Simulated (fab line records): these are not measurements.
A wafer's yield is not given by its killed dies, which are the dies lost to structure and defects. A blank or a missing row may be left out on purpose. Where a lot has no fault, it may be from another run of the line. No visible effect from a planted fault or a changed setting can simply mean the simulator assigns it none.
3 desks looking at one fault	flow n5-finfet	only its own numbers are on each desk; what lay behind them is given at the end

AT THE METROLOGY DESK
What the gauges read for every lot (on any tool): the sampled wafers with a number, averaged. Any lot whose mean is over 4 standard deviations away from the usual mean is out of limits and marked OUT; that distance is given in the brackets.
Columns: A = M12_THK at N5_BEOL_M12_THK_MEAS_50, usual 314 nm
lot	first seen here	A
L807	day 11 12:02	313
L805	day 11 14:39	309
L806	day 11 15:50	314
L809	day 12 14:01	313
L810	day 12 14:15	314
L811	day 12 15:20	317
L814	day 13 12:26	317
L815	day 13 17:32	312
L817	day 14 02:51	324
L819	day 14 23:53	323
L825	day 16 03:42	312
L826	day 16 06:16	312
L827	day 16 15:52	319
This desk found nothing out of limits on any of the 13 lots.

TOOL OWNER'S DESK, pvd-sputter-02
The tool's own readings at N5_BEOL_M12_SPUTTER_43 (material TaN, target thk 15 nm, time 24.19 s): means of the sampled wafers that have a number, for each lot that ran on this tool. Any lot whose mean is over 4 standard deviations away from the usual mean is out of limits and marked OUT; that distance is given in the brackets.
Columns: A = cathode-dc-power-W at N5_BEOL_M12_SPUTTER_43, usual 15000 W; B = throttle-valve-pct at N5_BEOL_M12_SPUTTER_43, usual 29.9 %
lot	first seen here	A	B
L807	day 11 11:01	14998	30.1
L805	day 11 13:38	15002	29.2
L806	day 11 14:17	14997	30.2
L814	day 13 11:17	14997	29.2
L817	day 14 01:50	13990 (-99 or more) OUT	29.3
L819	day 14 22:52	13992 (-99 or more) OUT	29.2
This desk's verdict: out of limits on L817, L819, starting with L817 at day 14 01:50 (cathode-dc-power-W at N5_BEOL_M12_SPUTTER_43). In limits: L807, L805, L806, L814.

THE DEFECT DESK
What the inspections along the route counted, lot by lot: means of the sampled wafers that have a number. Any lot whose mean is over 4 standard deviations away from the usual mean is out of limits and marked OUT; that distance is given in the brackets.
Columns: A = raw-defect-count at N5_BEOL_M12_INSPECT_55, usual 72
lot	first seen here	A
L807	day 11 12:11	50
L805	day 11 14:49	116
L806	day 11 15:59	95
L809	day 12 14:10	60
L810	day 12 14:24	90
L811	day 12 15:29	69
L814	day 13 12:35	74
L815	day 13 17:41	91
L817	day 14 03:00	71
L819	day 15 00:02	82
L825	day 16 03:52	79
L826	day 16 06:25	72
L827	day 16 16:01	49
This desk found nothing out of limits on any of the 13 lots.

ALL TOGETHER
On L817, L819, at day 14 01:50, an alarm was possible from the tool owner's desk.
At the metrology desk, nothing out of limits was observed.
Nothing out of limits was seen by the defect desk.
The metrology desk holds a record of L817, L819, inside its limits.
The defect desk has L817, L819 on record, within its limits.
Every lot named ran N5_BEOL_M12_SPUTTER_43 on pvd-sputter-02.

WHAT THE SIMULATOR HAD PUT IN
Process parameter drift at N5_BEOL_M12_SPUTTER_43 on pvd-sputter-02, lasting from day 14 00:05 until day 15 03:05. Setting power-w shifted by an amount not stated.
Struck lots among those shown: L817, L819.
How many hours passed from the start of the fault until each desk's first out-of-limits reading: the tool owner's desk, 2.
